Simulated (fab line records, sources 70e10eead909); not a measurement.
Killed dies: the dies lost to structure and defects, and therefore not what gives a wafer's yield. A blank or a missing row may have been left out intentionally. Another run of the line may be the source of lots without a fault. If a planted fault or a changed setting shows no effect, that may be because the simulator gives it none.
Which of the tools did it? | flow nand-harc | 72 wafers from 24 lots sampled at 6 of the route's 1302 steps

WHAT THE GAUGES SHOWED, per wafer
NHARC_A_STAIRCASE_INSPECT_155. Usual: 444 for raw-defect-count, sd 150.
lot  | measured     | on                | raw-defect-count | flag
L074 | day 19 00:53 | defect-inspect-01 | 433 400 284      |
L075 | day 19 14:03 | defect-inspect-02 | 320 359 351      |
L078 | day 20 10:11 | defect-inspect-01 | 442 355 800      |
L077 | day 20 12:38 | defect-inspect-01 | 994 542 574      |
L076 | day 20 12:43 | defect-inspect-01 | 556 366 363      |
L079 | day 20 10:16 | defect-inspect-02 | 453 373 350      |
L080 | day 21 13:31 | defect-inspect-01 | 360 354 374      |
L082 | day 22 04:42 | defect-inspect-01 | 372 464 569      |
L081 | day 22 04:38 | defect-inspect-01 | 758 441 877      |
L085 | day 23 16:55 | defect-inspect-02 | 488 966 347      |
L083 | day 23 23:32 | defect-inspect-02 | 371 384 377      |
L086 | day 23 23:47 | defect-inspect-02 | 381 546 515      |
L084 | day 23 23:41 | defect-inspect-01 | 403 275 284      |
L087 | day 24 14:34 | defect-inspect-01 | 351 356 359      |
L088 | day 24 19:16 | defect-inspect-02 | 451 377 302      |
L089 | day 25 01:47 | defect-inspect-02 | 966 618 644      |
L090 | day 26 02:09 | defect-inspect-01 | 306 445 315      |
L091 | day 26 09:43 | defect-inspect-01 | 658 566 508      |
L092 | day 26 09:59 | defect-inspect-01 | 365 451 326      |
L093 | day 27 05:50 | defect-inspect-02 | 382 332 602      |
L094 | day 27 16:14 | defect-inspect-02 | 347 221 350      |
L095 | day 27 16:04 | defect-inspect-02 | 432 314 331      |
L096 | day 28 00:16 | defect-inspect-01 | 334 289 394      |
L097 | day 29 02:14 | defect-inspect-01 | 281 330 320      |

NHARC_A_SGD_CUT_THK_MEAS_22: measures by ellipsometry. Usual: 148.4 nm for thk-nm, sd 1.6.
lot  | measured     | on            | thk-nm (nm)       | flag
L074 | day 19 06:58 | film-metro-01 | 146.9 148.5 150.3 |
L075 | day 19 23:32 | film-metro-02 | 150.2 149.6 149.9 |
L078 | day 20 17:30 | film-metro-01 | 148.6 148.8 149.3 |
L077 | day 20 17:39 | film-metro-01 | 145.9 145.6 148.2 |
L076 | day 20 20:37 | film-metro-02 | 148.6 148.2 147.0 |
L079 | day 20 17:30 | film-metro-02 | 146.1 147.2 146.4 |
L080 | day 21 23:08 | film-metro-02 | 146.8 146.9 145.5 |
L082 | day 22 11:40 | film-metro-01 | 148.0 146.5 146.8 |
L081 | day 22 11:40 | film-metro-02 | 149.2 147.1 149.2 |
L085 | day 24 03:05 | film-metro-01 | 149.1 147.0 149.5 |
L083 | day 24 06:37 | film-metro-01 | 150.4 148.1 148.7 |
L086 | day 24 06:46 | film-metro-01 | 149.3 147.9 151.2 |
L084 | day 24 06:37 | film-metro-02 | 151.2 148.8 147.1 |
L087 | day 24 21:42 | film-metro-02 | 149.6 146.5 146.5 |
L088 | day 25 03:40 | film-metro-02 | 148.6 147.2 148.5 |
L089 | day 25 08:48 | film-metro-01 | 148.1 148.5 147.9 |
L090 | day 26 09:38 | film-metro-01 | 148.3 147.9 150.0 |
L091 | day 26 18:34 | film-metro-02 | 149.6 148.1 149.6 |
L092 | day 26 18:34 | film-metro-02 | 150.7 148.9 150.1 |
L093 | day 27 12:53 | film-metro-01 | 146.9 148.6 146.7 |
L094 | day 27 23:04 | film-metro-02 | 151.9 150.8 150.7 |
L095 | day 27 23:04 | film-metro-01 | 149.6 148.4 147.7 |
L096 | day 28 07:14 | film-metro-02 | 151.7 149.9 150.7 |
L097 | day 29 11:32 | film-metro-02 | 147.4 149.9 146.8 |

WHICH TOOL RAN EACH LOT (tool, then ch and the chambers of the sampled wafers, then the start)
lot  | NHARC_A_STAIRCASE_DEP_325       | NHARC_A_STAIRCASE_ETCH_444         | NHARC_A_SGD_CUT_ETCH_16                       | NHARC_A_SGD_CUT_CMP_21
L074 | pecvd-04 ch 0,1, day 18 08:47   | rie-diel-02 ch 0,1,2, day 18 17:58 | rie-diel-12 ch 0,3, day 19 06:44 or earlier   | cmp-01 ch 0,2,3, day 19 06:44
L075 | pecvd-01 ch 1,2, day 18 21:33   | rie-diel-03 ch 0,2,3, day 19 07:43 | rie-diel-13 ch 1,2,3, day 19 23:18 or earlier | cmp-03 ch 0,3, day 19 23:18
L078 | pecvd-02 ch 1,2, day 19 17:18   | rie-diel-02 ch 2,3, day 20 02:50   | rie-diel-13 ch 0,3, day 20 17:17 or earlier   | cmp-01 ch 0,1,2, day 20 17:17
L077 | pecvd-04 ch 0,2, day 19 17:23   | rie-diel-02 ch 0,1,3, day 20 05:38 | rie-diel-12 ch 1,2, day 20 17:25 or earlier   | cmp-03 ch 0,1, day 20 17:25
L076 | pecvd-01 ch 0,1, day 19 17:28   | rie-diel-05 ch 0,1, day 20 05:39   | rie-diel-07 ch 0,1, day 20 15:01              | cmp-01 ch 0,1,2, day 20 20:22
L079 | pecvd-04 ch 0,1,2, day 19 18:04 | rie-diel-05 ch 0,2,3, day 20 03:44 | rie-diel-07 ch 0,1,3, day 20 17:16 or earlier | cmp-03 ch 2,3, day 20 17:16
L080 | pecvd-01 ch 0,1,2, day 20 20:46 | rie-diel-05 ch 2,3, day 21 06:34   | rie-diel-12 ch 0,1, day 21 22:54 or earlier   | cmp-04 ch 0,2, day 21 22:54
L082 | pecvd-04 ch 0,2, day 21 13:05   | rie-diel-02 ch 1,2,3, day 21 21:32 | rie-diel-07 ch 0,1,2, day 22 11:25 or earlier | cmp-04 ch 0,1,2, day 22 11:25
L081 | pecvd-02 ch 0,1,2, day 21 13:17 | rie-diel-03 ch 0,1,3, day 21 22:01 | rie-diel-13 ch 0,1, day 22 11:26 or earlier   | cmp-01 ch 1,2,3, day 22 11:26
L085 | pecvd-02 ch 0,1, day 23 02:04   | rie-diel-05 ch 1,2, day 23 09:56   | rie-diel-12 ch 1,3, day 24 02:50 or earlier   | cmp-01 ch 0,1,2, day 24 02:50
L083 | pecvd-01 ch 1,2, day 23 06:10   | rie-diel-03 ch 0,1,2, day 23 16:58 | rie-diel-07 ch 0,1,3, day 24 06:23 or earlier | cmp-01 ch 0,2,3, day 24 06:23
L086 | pecvd-04 ch 0,2, day 23 06:11   | rie-diel-05 ch 1,2, day 23 17:10   | rie-diel-13 ch 0,1,2, day 24 06:34 or earlier | cmp-01 ch 1,2,3, day 24 06:34
L084 | pecvd-02 ch 0,1,2, day 23 06:16 | rie-diel-02 ch 0,2,3, day 23 16:35 | rie-diel-13 ch 0,1, day 24 06:22 or earlier   | cmp-04 ch 0,1,2, day 24 06:22
L087 | pecvd-01 ch 0,1, day 23 21:55   | rie-diel-05 ch 0,1,2, day 24 07:52 | rie-diel-13 ch 1,2, day 24 21:28 or earlier   | cmp-03 ch 2,3, day 24 21:28
L088 | pecvd-01 ch 0,1, day 24 03:48   | rie-diel-03 ch 0,1,3, day 24 12:19 | rie-diel-13 ch 0,2, day 25 03:26 or earlier   | cmp-04 ch 0,1,3, day 25 03:26
L089 | pecvd-02 ch 1,2, day 24 09:52   | rie-diel-05 ch 0,3, day 24 19:07   | rie-diel-13 ch 0,1, day 25 08:32 or earlier   | cmp-03 ch 0,2,3, day 25 08:32
L090 | pecvd-04 ch 0,1,2, day 25 07:36 | rie-diel-02 ch 2,3, day 25 19:37   | rie-diel-07 ch 1,2,3, day 26 09:24 or earlier | cmp-01 ch 1,2, day 26 09:24
L091 | pecvd-01 ch 0,2, day 25 16:37   | rie-diel-02 ch 1,2, day 26 02:40   | rie-diel-13 ch 1,2, day 26 18:21 or earlier   | cmp-01 ch 1,2,3, day 26 18:21
L092 | pecvd-04 ch 0,1, day 25 16:42   | rie-diel-03 ch 0,2,3, day 26 03:23 | rie-diel-07 ch 0,1,2, day 26 18:18 or earlier | cmp-04 ch 0,2,3, day 26 18:18
L093 | pecvd-01 ch 0,1, day 26 14:46   | rie-diel-03 ch 0,1, day 26 23:22   | rie-diel-07 ch 0,1,3, day 27 12:38 or earlier | cmp-04 ch 0,1, day 27 12:38
L094 | pecvd-02 ch 0,1,2, day 26 19:24 | rie-diel-03 ch 0,2, day 27 09:07   | rie-diel-07 ch 2,3, day 27 22:49 or earlier   | cmp-04 ch 2,3, day 27 22:49
L095 | pecvd-04 ch 0,1,2, day 26 19:41 | rie-diel-05 ch 0,1,3, day 27 10:23 | rie-diel-12 ch 0,1,2, day 27 22:52 or earlier | cmp-03 ch 0,1,3, day 27 22:52
L096 | pecvd-02 ch 0,2, day 27 09:21   | rie-diel-05 ch 0,1,3, day 27 18:10 | rie-diel-12 ch 0,1,2, day 28 06:58 or earlier | cmp-01 ch 2,3, day 28 06:58
L097 | pecvd-01 ch 0,1,2, day 28 10:22 | rie-diel-02 ch 1,3, day 28 19:09   | rie-diel-12 ch 2,3, day 29 11:19 or earlier   | cmp-01 ch 0,3, day 29 11:19
- NHARC_A_STAIRCASE_DEP_325: deposits SiO2, target thk 7200 nm.
- NHARC_A_STAIRCASE_ETCH_444: etches the open film in C4F8/O2, target depth 20400 nm, time 6800 s.
- NHARC_A_SGD_CUT_ETCH_16: etches the open film in C4F8/O2/Ar, target depth 310.5 nm, time 155.2 s.
- NHARC_A_SGD_CUT_CMP_21: polishes, target thk 148.19 nm.

WHAT THE TOOLS THEMSELVES READ (means of the sampled wafers that have a number; where no wafer has one, the mark that the record gives instead)
NHARC_A_STAIRCASE_DEP_325. Usual: heater-power-w 624 W, standard deviation 91; rf-fwd-power-W 499.5 W, standard deviation 1.6.
lot  | tool     | heater-power-w (W) | rf-fwd-power-W (W) | flag
L074 | pecvd-04 | 578                | 498.4              |
L075 | pecvd-01 | 592                | 500.9              |
L078 | pecvd-02 | 627                | 499.4              |
L077 | pecvd-04 | 657                | 498.0              |
L076 | pecvd-01 | 656                | 498.4              |
L079 | pecvd-04 | 587                | 501.6              |
L080 | pecvd-01 | 604                | 498.5              |
L082 | pecvd-04 | 708                | 498.2              |
L081 | pecvd-02 | 573                | 499.7              |
L085 | pecvd-02 | 642                | 498.3              |
L083 | pecvd-01 | 624                | 500.2              |
L086 | pecvd-04 | 672                | 500.0              |
L084 | pecvd-02 | 595                | 499.1              |
L087 | pecvd-01 | 633                | 499.5              |
L088 | pecvd-01 | 574                | 500.6              |
L089 | pecvd-02 | 599                | 500.2              |
L090 | pecvd-04 | 583                | 498.8              |
L091 | pecvd-01 | 704                | 502.2              |
L092 | pecvd-04 | 605                | 500.3              |
L093 | pecvd-01 | 583                | 500.8              |
L094 | pecvd-02 | 613                | 498.9              |
L095 | pecvd-04 | 587                | 500.7              |
L096 | pecvd-02 | 597                | 499.7              |
L097 | pecvd-01 | 665                | 499.8              |

NHARC_A_STAIRCASE_ETCH_444. Usual: bias-w 1000.1 W, standard deviation 3; oes-product-au 0.932 a.u., standard deviation 0.019; rf-fwd-power-W 599.9 W, standard deviation 1.9; rf-vpp-V 805 V, standard deviation 4.3.
lot  | tool        | bias-w (W) | oes-product-au (a.u.) | rf-fwd-power-W (W) | rf-vpp-V (V) | flag
L074 | rie-diel-02 | 1000.2     | 0.958                 | 600.5              | 805          |
L075 | rie-diel-03 | 999.7      | 0.909                 | 599.1              | 804          |
L078 | rie-diel-02 | 1000.2     | 0.951                 | 599.7              | 802          |
L077 | rie-diel-02 | 1000.4     | 0.934                 | 600.9              | 806          |
L076 | rie-diel-05 | 998.1      | 0.917                 | 599.3              | 803          |
L079 | rie-diel-05 | 1001.9     | 0.921                 | 600.9              | 803          |
L080 | rie-diel-05 | 999.9      | 0.925                 | 598.2              | 804          |
L082 | rie-diel-02 | 1001.0     | 0.927                 | 600.0              | 803          |
L081 | rie-diel-03 | 1002.0     | 0.924                 | 600.4              | 808          |
L085 | rie-diel-05 | 1000.5     | 0.930                 | 599.6              | 806          |
L083 | rie-diel-03 | 999.1      | 0.922                 | 599.1              | 805          |
L086 | rie-diel-05 | 999.8      | 0.918                 | 600.8              | 806          |
L084 | rie-diel-02 | 999.1      | 0.935                 | 599.7              | 804          |
L087 | rie-diel-05 | 999.2      | 0.917                 | 601.6              | 804          |
L088 | rie-diel-03 | 1002.4     | 0.922                 | 600.8              | 808          |
L089 | rie-diel-05 | 1001.6     | 0.921                 | 600.2              | 804          |
L090 | rie-diel-02 | 1001.0     | 0.973                 | 601.2              | 803          |
L091 | rie-diel-02 | 997.5      | 0.961                 | 600.6              | 801          |
L092 | rie-diel-03 | 997.9      | 0.925                 | 599.5              | 805          |
L093 | rie-diel-03 | 1000.6     | 0.924                 | 598.9              | 808          |
L094 | rie-diel-03 | 1001.8     | 0.922                 | 598.5              | 804          |
L095 | rie-diel-05 | 1001.2     | 0.952                 | 602.0              | 811          |
L096 | rie-diel-05 | 1001.8     | 0.919                 | 600.3              | 810          |
L097 | rie-diel-02 | 1000.0     | 0.926                 | 600.7              | 803          |

NHARC_A_SGD_CUT_ETCH_16. Usual: bias-w 800.2 W, standard deviation 2.5; oes-product-au 0.967 a.u., standard deviation 0.016; rf-fwd-power-W 597.3 W, standard deviation 1.9; rf-vpp-V 722 V, standard deviation 4.6.
lot  | tool        | bias-w (W) | oes-product-au (a.u.) | rf-fwd-power-W (W) | rf-vpp-V (V) | flag
L074 | rie-diel-12 | 799.1      | 0.974                 | 598.3              | 722          |
L075 | rie-diel-13 | 799.5      | 0.972                 | 597.7              | 723          |
L078 | rie-diel-13 | 802.5      | 0.968                 | 597.9              | 722          |
L077 | rie-diel-12 | 799.7      | 0.975                 | 597.2              | 725          |
L076 | rie-diel-07 | 796.2      | 0.971                 | 597.6              | 717          |
L079 | rie-diel-07 | 801.4      | 0.973                 | 598.2              | 717          |
L080 | rie-diel-12 | 801.1      | 0.991                 | 597.7              | 720          |
L082 | rie-diel-07 | 801.1      | 0.962                 | 598.2              | 717          |
L081 | rie-diel-13 | 801.6      | 0.982                 | 596.9              | 721          |
L085 | rie-diel-12 | 798.7      | 0.975                 | 596.0              | 726          |
L083 | rie-diel-07 | 802.0      | 0.968                 | 599.8              | 717          |
L086 | rie-diel-13 | 800.9      | 0.973                 | 599.1              | 723          |
L084 | rie-diel-13 | 798.9      | 0.950                 | 596.8              | 724          |
L087 | rie-diel-13 | 798.9      | 0.970                 | 594.9              | 722          |
L088 | rie-diel-13 | 797.4      | 0.985                 | 596.9              | 726          |
L089 | rie-diel-13 | 803.3      | 0.940                 | 600.3              | 721          |
L090 | rie-diel-07 | 799.5      | 0.945                 | 596.6              | 717          |
L091 | rie-diel-13 | 801.5      | 0.965                 | 597.9              | 722          |
L092 | rie-diel-07 | 799.5      | 0.979                 | 597.2              | 717          |
L093 | rie-diel-07 | 799.7      | 0.933                 | 597.5              | 717          |
L094 | rie-diel-07 | 801.3      | 0.965                 | 597.6              | 717          |
L095 | rie-diel-12 | 797.5      | 0.969                 | 596.6              | 722          |
L096 | rie-diel-12 | 800.3      | 0.963                 | 596.5              | 722          |
L097 | rie-diel-12 | 800.0      | 0.972                 | 598.8              | 728          |

NHARC_A_SGD_CUT_CMP_21. Usual: motor-current-A 12.5 A, standard deviation 1.4; retaining-ring-pressure-frac 1.000, standard deviation 0.0048; slurry-filter-dp-kPa 13.50 kPa, standard deviation 0.12; time-to-endpoint-s 51 s, standard deviation 3.
lot  | tool   | motor-current-A (A) | retaining-ring-pressure-frac | slurry-filter-dp-kPa (kPa) | time-to-endpoint-s (s) | flag
L074 | cmp-01 | 13.1                | 1.000                        | 13.54                      | 50                     |
L075 | cmp-03 | 13.7                | 1.005                        | 13.56                      | 53                     |
L078 | cmp-01 | 12.9                | 1.004                        | 13.59                      | 49                     |
L077 | cmp-03 | 12.1                | 0.999                        | 13.53                      | 46                     |
L076 | cmp-01 | 12.4                | 0.998                        | 13.63                      | 51                     |
L079 | cmp-03 | 13.8                | 1.003                        | 13.48                      | 50                     |
L080 | cmp-04 | 11.4                | 1.001                        | 13.43                      | 47                     |
L082 | cmp-04 | 11.2                | 0.997                        | 13.56                      | 49                     |
L081 | cmp-01 | 13.1                | 1.002                        | 13.58                      | 49                     |
L085 | cmp-01 | 13.0                | 0.999                        | 13.59                      | 51                     |
L083 | cmp-01 | 13.2                | 1.003                        | 13.56                      | 55                     |
L086 | cmp-01 | 12.8                | 0.997                        | 13.49                      | 50                     |
L084 | cmp-04 | 11.4                | 1.003                        | 13.55                      | 53                     |
L087 | cmp-03 | 12.7                | 0.995                        | 13.43                      | 51                     |
L088 | cmp-04 | 11.0                | 1.000                        | 13.57                      | 53                     |
L089 | cmp-03 | 12.4                | 1.000                        | 13.51                      | 49                     |
L090 | cmp-01 | 12.7                | 0.995                        | 13.47                      | 48                     |
L091 | cmp-01 | 12.8                | 1.004                        | 13.59                      | 52                     |
L092 | cmp-04 | 11.4                | 0.997                        | 13.65                      | 56                     |
L093 | cmp-04 | 10.0                | 1.004                        | 13.37                      | 53                     |
L094 | cmp-04 | 12.3                | 1.001                        | 13.47                      | 55                     |
L095 | cmp-03 | 13.0                | 1.001                        | 13.51                      | 49                     |
L096 | cmp-01 | 13.4                | 1.002                        | 13.54                      | 54                     |
L097 | cmp-01 | 13.5                | 0.997                        | 13.42                      | 52                     |

THE ANSWER, worked out from the rows above alone
Rule: take the mean of a lot's wafers that have a number; if it is more than 3 standard deviations from the usual mean, the lot is off. A lot without any number at a reading at which 4 lots or more have one is off too. The other lots that the step has rows for count as sound. After the gauges, taken in route order, come the tools' own readings; for these a lot's mean is taken, as printed above. The first step at which some lot is off is used, and at that step the reading that is off furthest; a lot without a number counts as furthest.
Nothing can be told from this: no lot is off at any reading shown.

WHAT THE SIMULATOR PUT IN
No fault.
